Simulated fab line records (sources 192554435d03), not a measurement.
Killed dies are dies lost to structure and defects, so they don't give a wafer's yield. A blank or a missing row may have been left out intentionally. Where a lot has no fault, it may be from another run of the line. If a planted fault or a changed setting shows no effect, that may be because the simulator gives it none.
fab line records | flow n5_finfet
record lots=9 | wafers=24 | last_day=17
route steps=1938 shown BEOL_M3@950 BEOL_M4@1111 PASSIVATION@1936
lots that met no fault: from a run of the same line without faults
start_h: hours from the record's first day to the start of the lot's first wafer shown | wait_h: hours since the lot's step before | " identical to the entry in the row above | L1.1+2: several wafers, shown together as one row | - value missing, or start not given | * or withheld: withheld | < > ~ a bound
route shown NAME@n: a module of which the file shows steps, and the number in the route of the first | usual: mean and standard deviation over wafers with no fault | same: alike in all rows | chamber/n: place in a boat | sites: per-site readings | _std_site: the values' standard deviation | _edge_site: outer sites' mean less inner sites' | radius_mm: for every site, how far away it sits from the centre of the wafer | mask NAME#n: copy n | behind: tool/chamber where the wafer was last shaped | hold: reason for holding the lot/hours on hold/outcome of the hold | device: the n, p or np transistor that did not switch | end of line: the same wafers' tests at the end of the route | a step with no rows: only its recipe | killed: at the first sort, the dies lost to defects and structure; wafer yield is something else | map: shows each die of a wafer: x if killed, . if not, _ if none is there
set.NAME: the setting that was run; set.NAME@STEP: the one run at that earlier step | model.NAME: the simulator's own value behind a step, which no gauge read
the route's steps for a sample of lots (tables are steps, rows are wafers)
services: a tool's chamber out of use, with start hour (start_h, from the record's first day; less than 0 if before it), hours out, and reason
## steps
# step N5_BEOL_M3_ETCH_64
# recipe chemistry=N2/H2 | target=SOC | target_depth_a=750 | overetch_a=150 | mask_material=SiARC | temp_c=40 | time_s=112.5 | ion_energy_ev=200 | pressure_mtorr=30 | source_w=840 | bias_w=150 | n2_flow_sccm=200 | h2_flow_sccm=200
# usual drypump_motor_current_A=5.8/0.5 | oes_product_au=0.62/0.063 | rf_fwd_power_W=837.0/2.5 | rf_vpp_V=524.0/2.3 | showerhead_plenum_p_Torr=2.55/0.085 | throttle_valve_pct=17.91/0.3
lot.wafer | tool        | chamber | start_h | wait_h | drypump_motor_current_A | oes_product_au | rf_fwd_power_W | rf_hours_counter_h | rf_vpp_V | showerhead_plenum_p_Torr | throttle_valve_pct
L743.1    | rie_diel-01 | 1       | 151.99  | 0.0    | 5.9                     | 0.56           | 837.4          | 245                | 521.6    | 2.52                     | 18.23
L743.4    | "           | 0       | "       | "      | 5.0                     | 0.57           | 837.2          | 199                | 522.2    | 2.50                     | 17.84
L743.5    | "           | 1       | "       | "      | 5.9                     | 0.55           | 835.6          | -                  | 521.6    | 2.52                     | 18.24
L744.2    | rie_diel-02 | 2       | 161.90  | 0.0    | 5.6                     | 0.54           | 840.1          | 247                | 524.2    | 2.48                     | 17.55
L744.3    | "           | 3       | "       | "      | 6.6                     | 0.60           | 837.9          | 132                | 523.9    | 2.52                     | 17.59
L744.6    | "           | 1       | "       | "      | 5.2                     | 0.57           | 839.3          | -                  | 528.5    | 2.63                     | 18.17
L751.2    | rie_diel-01 | 3       | 197.16  | 0.0    | 6.0                     | 0.63           | 840.9          | 129                | 523.1    | 2.46                     | 18.45
L751.4    | "           | 2       | "       | "      | 5.7                     | 0.65           | 840.2          | 59                 | 528.4    | 2.70                     | 17.94
L752.4    | rie_diel-01 | 0       | 208.57  | 0.0    | 5.0                     | 0.56           | 835.8          | 220                | 523.2    | 2.49                     | 17.87
L752.6    | "           | 3       | "       | "      | 6.0                     | 0.63           | 840.8          | -                  | 520.5    | 2.46                     | 18.45
L753.2    | rie_diel-01 | 2       | 215.77  | 0.0    | 5.6                     | 0.65           | 834.9          | 65                 | 528.0    | 2.69                     | 17.96
L753.4    | "           | 1       | "       | "      | 5.9                     | 0.75           | 839.2          | 7                  | 523.9    | 2.52                     | 17.79
L757.2    | rie_diel-01 | 3       | 237.63  | 0.0    | 6.0                     | 0.62           | 842.2          | 141                | 520.8    | 2.46                     | 18.48
L757.3    | "           | 0       | "       | "      | 5.0                     | 0.55           | 838.0          | 230                | 521.9    | 2.48                     | 17.90
L757.5    | "           | 3       | "       | "      | 6.0                     | 0.62           | 837.8          | -                  | 519.5    | 2.45                     | 18.48
L758.2    | rie_diel-02 | 1       | 237.96  | 0.0    | 5.3                     | 0.55           | 839.4          | 216                | 525.5    | 2.63                     | 18.22
L758.5    | "           | 1       | "       | "      | 5.2                     | 0.55           | 835.1          | -                  | 526.8    | 2.63                     | 18.23
L758.6    | "           | 3       | "       | "      | 6.6                     | 0.59           | 831.9          | -                  | 523.8    | 2.52                     | 17.63
L759.1    | rie_diel-06 | 1       | 242.98  | 0.0    | 5.5                     | 0.56           | 844.4          | 206                | 520.9    | 2.42                     | 18.08
L759.4    | "           | 3       | "       | "      | 6.5                     | 0.71           | 834.5          | 35                 | 523.1    | 2.47                     | 17.79
L759.5    | "           | 1       | "       | "      | 5.5                     | 0.55           | 837.7          | -                  | 518.8    | 2.42                     | 18.08
L765.2    | rie_diel-01 | 1       | 284.35  | 0.0    | 5.9                     | 0.71           | 835.9          | 24                 | 522.8    | 2.51                     | 17.84
L765.3    | "           | 3       | "       | "      | 6.0                     | 0.61           | 834.4          | 151                | 521.5    | 2.45                     | 18.49
L765.4    | "           | 0       | "       | "      | 5.0                     | 0.55           | 834.0          | 239                | 523.5    | 2.48                     | 17.89
# step N5_BEOL_M3_ETCH_77
# recipe chemistry=N2/H2 | target=underlayer | target_depth_a=65 | mask_material=CAR-EUV | time_s=5.2 | ion_energy_ev=200 | pressure_mtorr=30 | source_w=840 | bias_w=150 | n2_flow_sccm=200 | h2_flow_sccm=200 | ends=cleared
# usual drypump_motor_current_A=5.8/0.5 | etch_rf_on_time_s=5.19/0.15 | oes_product_au=0.67/0.064 | rf_fwd_power_W=819.1/2.4 | rf_vpp_V=523.9/2.6 | showerhead_plenum_p_Torr=2.55/0.086 | throttle_valve_pct=17.96/0.29
lot.wafer | tool        | chamber | start_h | wait_h | drypump_motor_current_A | etch_rf_on_time_s | oes_product_au | rf_fwd_power_W | rf_hours_counter_h | rf_vpp_V | showerhead_plenum_p_Torr | throttle_valve_pct
L743.1    | rie_diel-02 | 0       | 152.81  | 0.0    | 6.1                     | 5.18              | 0.73           | 816.3          | 38                 | 524.3    | 2.61                     | 18.04
L743.4    | "           | 1       | "       | "      | 5.2                     | 5.06              | 0.62           | 818.6          | 196                | 527.0    | 2.64                     | 18.24
L743.5    | "           | 3       | "       | "      | 6.6                     | 5.21              | 0.66           | 818.2          | -                  | 522.7    | 2.52                     | 17.62
L744.2    | rie_diel-02 | 0       | 163.18  | 0.0    | 6.1                     | 5.17              | 0.72           | 817.5          | 41                 | 525.7    | 2.61                     | 18.03
L744.3    | "           | 3       | "       | "      | 6.6                     | 5.21              | 0.65           | 825.1          | 133                | 525.0    | 2.52                     | 17.63
L744.6    | "           | 0       | "       | "      | 6.1                     | 5.08              | 0.74           | 819.5          | -                  | 524.7    | 2.61                     | 18.04
L751.2    | rie_diel-06 | 2       | 197.99  | 0.0    | 5.7                     | 5.27              | 0.71           | 817.0          | 75                 | 525.7    | 2.72                     | 17.73
L751.4    | "           | 1       | "       | "      | 5.5                     | 5.41              | 0.59           | 820.7          | 193                | 521.5    | 2.43                     | 18.09
L752.4    | rie_diel-02 | 0       | 209.53  | 0.0    | 6.1                     | 5.20              | 0.71           | 818.0          | -                  | 524.1    | 2.60                     | 18.07
L752.6    | "           | 3       | "       | "      | 6.6                     | 5.25              | 0.63           | 817.3          | -                  | 521.3    | 2.52                     | 17.62
L753.2    | rie_diel-06 | 0       | 216.72  | 0.0    | 5.4                     | 5.18              | 0.65           | 820.6          | 160                | 523.9    | 2.56                     | 18.17
L753.4    | "           | 2       | "       | "      | 5.7                     | 5.20              | 0.69           | 819.3          | 80                 | 529.3    | 2.71                     | 17.76
L757.2    | rie_diel-01 | 3       | 238.46  | 0.0    | 6.0                     | 5.02              | 0.68           | 823.0          | 142                | 522.0    | 2.46                     | 18.52
L757.3    | "           | 0       | "       | "      | 5.0                     | 5.22              | 0.59           | 817.2          | 230                | 525.5    | 2.48                     | 17.92
L757.5    | "           | 2       | "       | "      | 5.6                     | 5.34              | 0.68           | 817.8          | -                  | 529.8    | 2.69                     | 18.03
L758.2    | rie_diel-02 | 3       | 239.01  | 0.0    | 6.6                     | 5.19              | 0.63           | 819.5          | 153                | 522.7    | 2.52                     | 17.69
L758.5    | "           | 3       | "       | "      | 6.6                     | 5.19              | 0.64           | 815.1          | -                  | 522.9    | 2.52                     | 17.66
L758.6    | "           | 1       | "       | "      | 5.2                     | 5.09              | 0.61           | 820.1          | -                  | 527.8    | 2.63                     | 18.26
L759.1    | rie_diel-06 | 0       | 243.94  | 0.0    | 5.4                     | 5.19              | 0.64           | 822.4          | 168                | 523.4    | 2.56                     | 18.17
L759.4    | "           | 3       | "       | "      | 6.6                     | 5.39              | 0.75           | 818.8          | 35                 | 521.5    | 2.47                     | 17.81
L759.5    | "           | 1       | "       | "      | 5.5                     | 5.38              | 0.58           | 815.4          | -                  | 520.2    | 2.42                     | 18.09
L765.2    | rie_diel-02 | 3       | 285.30  | 0.0    | 6.6                     | 5.20              | 0.62           | 816.8          | 172                | 521.7    | 2.51                     | 17.71
L765.3    | "           | 1       | "       | "      | 5.2                     | 5.09              | 0.60           | 819.4          | 233                | 526.2    | 2.62                     | 18.27
L765.4    | "           | 0       | "       | "      | 6.2                     | 5.28              | 0.69           | 821.0          | 73                 | 523.5    | 2.59                     | 18.11
# step N5_BEOL_M3_ALD_98
# recipe material=SiO2 | target_thk_a=25 | temp_c=100 | ald_precursor_family=BDEAS | ald_co_reactant=O2-plasma | pulse_time_s=1 | co_reactant_pulse_time_s=1 | purge_time_s=2 | co_reactant_purge_time_s=2 | ald_cycles=17 | pressure_torr=2
# usual ald_cycles=17/0 | heater_power_outer_w=42/3.9 | heater_power_w=79/8.7 | precursor_pulse_height_rel=1.000/0.019
# same co_reactant_purge_time_s=2 | pulse_time_s=1
lot.wafer | tool       | chamber | start_h | wait_h | ald_cycles | heater_power_outer_w | heater_power_w | precursor_pulse_height_rel
L743.1    | ald_sin-03 | 1       | 152.91  | 0.1    | 17         | 45                   | 82             | 0.982
L743.4    | "          | 3       | "       | "      | 17         | 40                   | 76             | 0.975
L743.5    | "          | 2       | "       | "      | 17         | 41                   | 82             | 1.018
L744.2    | ald_sin-03 | 2       | 163.28  | 0.1    | 17         | 43                   | 83             | 0.991
L744.3    | "          | 3       | "       | "      | 17         | 40                   | 78             | 1.009
L744.6    | "          | 3       | "       | "      | 17         | 40                   | 78             | 1.005
L751.2    | ald_sin-03 | 1       | 198.08  | 0.1    | 23         | 46                   | 84             | 0.996
L751.4    | "          | 0       | "       | "      | 23         | 40                   | 75             | 0.971
L752.4    | ald_sin-03 | 3       | 209.62  | 0.0    | 23         | 39                   | 78             | 1.025
L752.6    | "          | 1       | "       | "      | 17         | 46                   | 83             | 0.990
L753.2    | ald_sin-03 | 2       | 216.82  | 0.1    | 23         | 43                   | 82             | 1.046
L753.4    | "          | 0       | "       | "      | 23         | 39                   | 73             | 1.012
L757.2    | ald_sin-02 | 0       | 238.70  | 0.2    | 17         | 39                   | 75             | 0.981
L757.3    | "          | 3       | "       | "      | 17         | 46                   | 86             | 0.996
L757.5    | "          | 2       | "       | "      | 17         | 40                   | 74             | 1.001
L758.2    | ald_sin-04 | 3       | 239.67  | 0.6    | 17         | 38                   | 71             | 1.008
L758.5    | "          | 0       | "       | "      | 17         | 37                   | 68             | 0.994
L758.6    | "          | 1       | "       | "      | 17         | 48                   | 95             | 0.985
L759.1    | ald_sin-04 | 3       | 244.04  | 0.1    | 17         | 38                   | 72             | 1.025
L759.4    | "          | 2       | "       | "      | 17         | 44                   | 81             | 0.995
L759.5    | "          | 1       | "       | "      | 17         | 48                   | 93             | 0.991
L765.2    | ald_sin-04 | 1       | 285.40  | 0.1    | 17         | 48                   | 97             | 0.995
L765.3    | "          | 0       | "       | "      | 17         | 36                   | 68             | 1.035
L765.4    | "          | 3       | "       | "      | 17         | 38                   | 72             | 1.016
# step N5_BEOL_M3_TRENCH_ETCH_37
# recipe chemistry=C4F6/O2 | target_depth_a=555.55 | target=SiOC | time_s=29.2 | ion_energy_ev=250 | pressure_mtorr=30 | source_w=355 | bias_w=185 | Ar_flow_sccm=300 | C4F6_flow_sccm=10 | O2_flow_sccm=10
# usual O2_flow_sccm=10.00/0.032 | drypump_motor_current_A=5.7/0.46 | oes_product_au=0.78/0.078 | rf_fwd_power_W=350.5/1.5 | rf_vpp_V=654/17 | showerhead_plenum_p_Torr=2.85/0.11 | throttle_valve_pct=20.98/0.27
lot.wafer | tool        | chamber | start_h | wait_h | O2_flow_sccm | drypump_motor_current_A | oes_product_au | rf_fwd_power_W | rf_hours_counter_h | rf_vpp_V | showerhead_plenum_p_Torr | throttle_valve_pct
L743.1    | rie_diel-02 | 3       | -       | -      | 9.98         | 6.6                     | 0.76           | 350.3          | 131                | 688      | 2.84                     | 20.70
L743.4    | "           | 0       | "       | "      | 9.99         | 6.1                     | 0.86           | 351.4          | 39                 | 637      | 2.86                     | 20.74
L743.5    | "           | 2       | "       | "      | 9.95         | 5.5                     | 0.68           | 351.7          | -                  | 656      | 2.81                     | 20.69
L744.2    | rie_diel-01 | 0       | -       | -      | 10.00        | 5.0                     | 0.70           | 349.9          | 205                | 661      | 2.81                     | 21.04
L744.3    | "           | 2       | "       | "      | 10.04        | 5.6                     | 0.83           | 352.7          | 46                 | 638      | 3.06                     | 21.29
L744.6    | "           | 2       | "       | "      | 10.03        | 5.6                     | 0.83           | 350.6          | -                  | 639      | 3.06                     | 21.30
L751.2    | rie_diel-06 | 3       | -       | -      | 10.03        | 6.6                     | 0.91           | 349.5          | 27                 | 652      | 2.81                     | 21.05
L751.4    | "           | 1       | "       | "      | 10.00        | 5.5                     | 0.69           | 350.8          | 197                | 643      | 2.69                     | 20.81
L752.4    | rie_diel-02 | 2       | -       | -      | 10.00        | 5.5                     | 1.00           | 354.0          | 2                  | 657      | 2.80                     | 20.41
L752.6    | "           | 1       | "       | "      | 10.10        | 5.2                     | 0.70           | 351.5          | -                  | 660      | 2.95                     | 21.20
L753.2    | rie_diel-06 | 1       | -       | -      | 10.03        | 5.5                     | 0.68           | 351.2          | 201                | 644      | 2.69                     | 20.83
L753.4    | "           | 2       | "       | "      | 10.04        | 5.7                     | 0.82           | 350.3          | 83                 | 664      | 3.01                     | 20.63
L757.2    | rie_diel-01 | 0       | -       | -      | 9.99         | 5.0                     | 0.68           | 349.1          | 231                | 660      | 2.80                     | 21.08
L757.3    | "           | 2       | "       | "      | 10.00        | 5.6                     | 0.80           | 351.7          | 72                 | 638      | 3.04                     | 21.34
L757.5    | "           | 2       | "       | "      | 9.97         | 5.6                     | 0.80           | 351.4          | -                  | 638      | 3.04                     | 21.35
L758.2    | rie_diel-06 | 2       | -       | -      | 10.00        | 5.7                     | 0.81           | 352.8          | 88                 | 665      | 3.00                     | 20.64
L758.5    | "           | 2       | "       | "      | 10.02        | 5.7                     | 0.81           | 351.8          | -                  | 666      | 3.00                     | 20.62
L758.6    | "           | 1       | "       | "      | 10.01        | 5.5                     | 0.68           | 351.1          | -                  | 645      | 2.68                     | 20.84
L759.1    | rie_diel-06 | 3       | -       | -      | 9.99         | 6.6                     | 0.88           | 347.8          | 38                 | 652      | 2.80                     | 21.09
L759.4    | "           | 1       | "       | "      | 10.05        | 5.5                     | 0.68           | 349.7          | 210                | 644      | 2.68                     | 20.84
L759.5    | "           | 1       | "       | "      | 10.02        | 5.5                     | 0.68           | 350.0          | -                  | 644      | 2.68                     | 20.84
L765.2    | rie_diel-01 | 2       | -       | -      | 10.05        | 5.6                     | 0.79           | 352.2          | 82                 | 636      | 3.04                     | 21.36
L765.3    | "           | 3       | "       | "      | 9.96         | 6.0                     | 0.78           | 352.3          | 152                | 668      | 2.76                     | 21.47
L765.4    | "           | 1       | "       | "      | 9.96         | 5.9                     | 0.88           | 350.0          | 24                 | 677      | 2.78                     | 20.73
# step N5_BEOL_M4_RC_MEAS_101
# usual DIBL_N=37.2/2.3 | DIBL_P=37.5/2.9 | IOFF_N=0.19/0.053 | IOFF_P=0.23/0.059 | ION_N=679/16 | ION_P=462/10 | SS_N=71.9/0.78 | SS_P=73.7/0.88 | VT_N=248/4.6 | VT_P=-250/4.5
lot.wafer | tool      | chamber | start_h | wait_h | DIBL_N[mV/V] | DIBL_P[mV/V] | IOFF_N[nA/um] | IOFF_P[nA/um] | ION_N[uA/um] | ION_P[uA/um] | SS_N[mV/dec] | SS_P[mV/dec] | VT_N[mV] | VT_P[mV]
L743.1    | prober-02 | 0       | 173.05  | 0.0    | 39.2         | 39.1         | 0.22          | 0.27          | 693          | 471          | 71.5         | 73.8         | 245      | -248
L743.4    | "         | 0       | "       | "      | 38.4         | 37.6         | 0.19          | 0.23          | 680          | 463          | 71.6         | 74.2         | 244      | -247
L743.5    | "         | 0       | "       | "      | 38.4         | 37.0         | 0.20          | 0.23          | 683          | 461          | 71.5         | 72.9         | 247      | -249
L744.2    | prober-01 | 0       | 187.61  | 0.2    | 37.6         | 40.1         | 0.21          | 0.30          | 692          | 479          | 71.3         | 75.0         | 247      | -245
L744.3    | "         | 0       | "       | "      | 37.8         | 38.3         | 0.19          | 0.24          | 677          | 461          | 71.9         | 74.0         | 250      | -246
L744.6    | "         | 0       | "       | "      | 34.6         | 34.0         | 0.14          | 0.18          | 670          | 460          | 71.8         | 73.0         | 252      | -251
L751.2    | prober-02 | 0       | 224.61  | 0.2    | 34.8         | 32.6         | 0.12          | 0.16          | 658          | 454          | 70.8         | 72.9         | 252      | -257
L751.4    | "         | 0       | "       | "      | 35.6         | 33.7         | 0.13          | 0.16          | 670          | 455          | 70.3         | 72.7         | 253      | -254
L752.4    | prober-01 | 0       | 228.72  | 0.5    | 32.4         | 32.2         | 0.11          | 0.14          | 658          | 447          | 70.4         | 72.4         | 255      | -256
L752.6    | "         | 0       | "       | "      | 35.3         | 35.0         | 0.16          | 0.16          | 671          | 446          | 72.1         | 72.3         | 249      | -252
L753.2    | prober-02 | 0       | 241.52  | 0.2    | 41.3         | 41.9         | 0.28          | 0.34          | 702          | 477          | 73.3         | 75.4         | 243      | -243
L753.4    | "         | 0       | "       | "      | 37.5         | 38.3         | 0.20          | 0.27          | 691          | 473          | 72.3         | 73.7         | 245      | -245
L757.2    | prober-01 | 0       | 258.39  | 0.2    | 38.7         | 38.5         | 0.18          | 0.20          | 675          | 450          | 71.5         | 74.2         | 246      | -254
L757.3    | "         | 0       | "       | "      | 35.6         | 34.6         | 0.12          | 0.15          | 660          | 443          | 71.3         | 73.1         | 253      | -257
L757.5    | "         | 0       | "       | "      | 36.0         | 34.6         | 0.13          | 0.15          | 649          | 437          | 71.1         | 72.3         | 255      | -257
L758.2    | prober-01 | 0       | 263.95  | 0.2    | 38.6         | 39.3         | 0.17          | 0.20          | 664          | 456          | 72.5         | 73.8         | 250      | -253
L758.5    | "         | 0       | "       | "      | 35.9         | 34.6         | 0.14          | 0.15          | 661          | 451          | 72.2         | 73.4         | 253      | -256
L758.6    | "         | 0       | "       | "      | 34.0         | 34.1         | 0.11          | 0.14          | 668          | 455          | 70.7         | 72.8         | 256      | -257
L759.1    | prober-01 | 0       | 274.04  | 0.0    | 42.2         | 43.6         | 0.32          | 0.36          | 702          | 473          | 74.1         | 76.3         | 240      | -245
L759.4    | "         | 0       | "       | "      | 37.8         | 38.1         | 0.19          | 0.24          | 673          | 460          | 72.3         | 74.4         | 249      | -249
L759.5    | "         | 0       | "       | "      | 33.1         | 32.3         | 0.11          | 0.15          | 660          | 461          | 71.0         | 71.9         | 252      | -253
L765.2    | prober-02 | 0       | 301.34  | 0.2    | 37.1         | 37.6         | 0.20          | 0.27          | 686          | 470          | 71.1         | 74.1         | 247      | -247
L765.3    | "         | 0       | "       | "      | 39.9         | 41.4         | 0.27          | 0.34          | 697          | 477          | 71.9         | 74.1         | 242      | -244
L765.4    | "         | 0       | "       | "      | 38.7         | 39.2         | 0.23          | 0.29          | 688          | 467          | 72.2         | 73.7         | 246      | -245
# step N5_PASSIVATION_PROBE_49
# usual defect_limited_yield=91.4/1.5 | killed_at_M0_to_M3=34/9.7 | killed_at_M4_up=14/5.7 | killed_at_contacts=12/5.9 | killed_at_front_end=37/10 | killed_at_other=5/4.7 | killed_dies=102/18 | killed_open=65/12 | killed_short=34/8.8 | sort_bin_4_leakage=0.03/0.14 | sort_bin_5_function=5.0/0.96 | sort_bin_6_memory=3.3/0.7 | sort_bin_8_speed=0.03/0.19 | sort_n_pass=1077/18 | sort_yield_pct=91.3/1.5
# same gross_dies=1180 | killed_at_back_side=0
lot.wafer | tool      | chamber | start_h | wait_h | defect_limited_yield[%] | killed_at_M0_to_M3 | killed_at_M4_up | killed_at_contacts | killed_at_front_end | killed_at_other | killed_dies | killed_open | killed_short | sort_bin_4_leakage[%] | sort_bin_5_function[%] | sort_bin_6_memory[%] | sort_bin_8_speed[%] | sort_n_pass | sort_yield_pct[%]
L743.1    | prober-02 | -       | 274.54  | 0.0    | 90.7                    | 36                 | 15              | 12                 | 42                  | 5               | 110         | 69          | 41           | 0                     | 5.1                    | 3.8                  | 0                   | 1070        | 90.7
L743.4    | prober-02 | -       | 274.69  | 0.2    | 91.5                    | 45                 | 8               | 4                  | 42                  | 1               | 100         | 46          | 54           | 0                     | 5.1                    | 2.9                  | 0                   | 1080        | 91.5
L743.5    | prober-02 | -       | 274.74  | 0.2    | 89.7                    | 41                 | 16              | 10                 | 50                  | 5               | 122         | 80          | 42           | 0                     | 6.5                    | 3.6                  | 0                   | 1058        | 89.7
L753.2    | prober-01 | -       | 345.56  | 0.1    | 90.7                    | 37                 | 7               | 9                  | 51                  | 6               | 110         | 75          | 35           | 0                     | 5.5                    | 3.5                  | 0                   | 1070        | 90.7
L753.4    | prober-01 | -       | 345.66  | 0.2    | 92.0                    | 29                 | 19              | 12                 | 32                  | 2               | 94          | 62          | 30           | 0                     | 5.3                    | 2.5                  | 0                   | 1086        | 92.0
L757.2    | prober-02 | -       | 357.02  | 0.1    | 90.4                    | 50                 | 18              | 8                  | 37                  | 0               | 113         | 67          | 43           | 0                     | 5.1                    | 3.9                  | 0                   | 1067        | 90.4
L757.3    | prober-02 | -       | 357.07  | 0.1    | 91.1                    | 43                 | 26              | 8                  | 27                  | 1               | 105         | 74          | 31           | 0                     | 5.2                    | 3.6                  | 0                   | 1075        | 91.1
L757.5    | prober-02 | -       | 357.17  | 0.2    | 88.7                    | 53                 | 25              | 23                 | 31                  | 1               | 133         | 84          | 48           | 0                     | 6.9                    | 4.3                  | 0.08                | 1046        | 88.6
# killed by level:class
L743.1 FIN_SAQP:geometric_particle:open=13 BEOL_M4:geometric_particle:open=10 MOL_CONTACT_COAG:geometric_particle:open=10 FIN_SAQP:geometric_particle:short=8 BEOL_M1:geometric_particle:open=7 BEOL_M0_SAQP:geometric_particle:short=6 BEOL_M0_SAQP:geometric_particle:open=5 BEOL_M1:geometric_particle:short=5
L743.4 FIN_SAQP:geometric_particle:short=23 BEOL_M1:geometric_particle:open=9 FIN_SAQP:geometric_particle:open=8 BEOL_M0_SAQP:geometric_particle:short=8 BEOL_M0_SAQP:geometric_particle:open=7 BEOL_M3:geometric_particle:open=7 BEOL_M3:geometric_particle:short=4 MOL_CONTACT_COAG:geometric_particle:open=3
L743.5 FIN_SAQP:geometric_particle:open=12 FIN_SAQP:geometric_particle:short=11 MOL_CONTACT_COAG:geometric_particle:open=8 BEOL_M0_SAQP:geometric_particle:open=8 BEOL_M4:geometric_particle:open=8 GATE_CUT:geometric_particle:open=7 BEOL_M0_SAQP:geometric_particle:short=7 BEOL_M3:geometric_particle:open=6
L753.2 BEOL_M2:geometric_particle:open=18 FIN_SAQP:geometric_particle:open=12 FIN_SAQP:geometric_particle:short=10 ILD0:geometric_particle:open=6 BEOL_M3:geometric_particle:open=6 MOL_CONTACT_COAG:geometric_particle:short=5 BEOL_M0_SAQP:geometric_particle:open=5 STARTING-WAFER:geometric_particle:open=5
L753.4 BEOL_M2:geometric_particle:open=10 BEOL_M0_SAQP:geometric_particle:short=8 MOL_CONTACT_COAG:geometric_particle:open=7 BEOL_M4:geometric_particle:open=7 FIN_SAQP:geometric_particle:open=6 FIN_SAQP:geometric_particle:short=5 MOL_CONTACT_COAG:geometric_particle:short=5 STI_FIN_REVEAL:geometric_particle:open=4
L757.2 BEOL_M0_SAQP:geometric_particle:short=16 FIN_SAQP:geometric_particle:short=11 BEOL_M2:geometric_particle:open=10 FIN_SAQP:geometric_particle:open=8 BEOL_M0_SAQP:geometric_particle:open=8 BEOL_M4:geometric_particle:open=8 BEOL_M3:geometric_particle:open=7 MOL_CONTACT_COAG:geometric_particle:open=6
L757.3 BEOL_M3:geometric_particle:open=11 BEOL_M0_SAQP:geometric_particle:open=11 BEOL_M4:geometric_particle:open=11 BEOL_M0_SAQP:geometric_particle:short=8 FIN_SAQP:geometric_particle:open=6 MOL_CONTACT_COAG:geometric_particle:open=6 BEOL_M5:geometric_particle:open=5 BEOL_M6:geometric_particle:open=5
L757.5 MOL_CONTACT_COAG:geometric_particle:open=17 BEOL_M0_SAQP:geometric_particle:short=16 BEOL_M0_SAQP:geometric_particle:open=13 BEOL_M4:geometric_particle:open=13 BEOL_M3:geometric_particle:open=13 STI_FIN_REVEAL:geometric_particle:open=7 GATE_CUT:geometric_particle:short=6 MOL_CONTACT_COAG:geometric_particle:short=6
## services
tool        | chamber | start_h | hours | kind
rie_diel-01 | 1       | 128.11  | 2.4   | repair
rie_diel-01 | 1       | 172.35  | -     | clean
rie_diel-01 | 1       | 172.35  | -     | consumable_replace:focus_ring
rie_diel-01 | 1       | 172.35  | 21.4  | scheduled_down
rie_diel-01 | 1       | 172.35  | 21.4  | vent_cycle
rie_diel-02 | 2       | 173.31  | -     | clean
rie_diel-02 | 2       | 173.31  | -     | consumable_replace:focus_ring
rie_diel-02 | 2       | 173.31  | 26.5  | scheduled_down
rie_diel-02 | -       | 175.44  | 15.6  | pm
ald_sin-04  | -       | 176.75  | 14.0  | pm
rie_diel-06 | 2       | 182.59  | 7.4   | repair
ald_sin-04  | -       | 199.57  | 2.5   | repair
rie_diel-02 | 1       | 202.92  | 6.3   | repair
rie_diel-02 | 2       | 203.96  | 6.3   | repair
rie_diel-02 | 0       | 235.54  | 8.3   | repair
rie_diel-02 | 2       | 237.24  | 5.5   | repair
rie_diel-06 | 3       | 244.82  | 1.6   | repair
rie_diel-02 | 0       | 247.99  | 2.4   | repair
rie_diel-02 | -       | 254.53  | 0.6   | repair
rie_diel-01 | -       | 265.47  | 15.6  | pm
rie_diel-06 | -       | 265.96  | 0.7   | repair
ald_sin-03  | -       | 268.25  | 14.0  | pm
rie_diel-02 | 1       | 272.86  | 4.6   | repair
ald_sin-02  | 0       | 285.10  | 5.4   | repair
## key
first_sign step=N5_BEOL_M3_ALD_98 | reading=ald_cycles | direction=up | sigmas=99+ | usual=* | struck=*
effect none on later readings
met_at N5_BEOL_M3_ALD_98
struck_lots L751,L752,L753
struck_wafers L751.2,L751.4,L752.4,L753.2,L753.4
not_acting_at N5_BEOL_M3_ETCH_64,N5_BEOL_M3_ETCH_77,N5_BEOL_M3_TRENCH_ETCH_37
onset_between 163.28 198.08
fault kind=process_parameter_drift | tool=ald_sin-03 | chamber=- | onset_h=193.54 | steps=N5_BEOL_M3_ALD_98 | channel=ald_cycles | offset=* | shape=step | end_h=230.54 | scope=struck_wafers_only | acts_in=* | stated=*
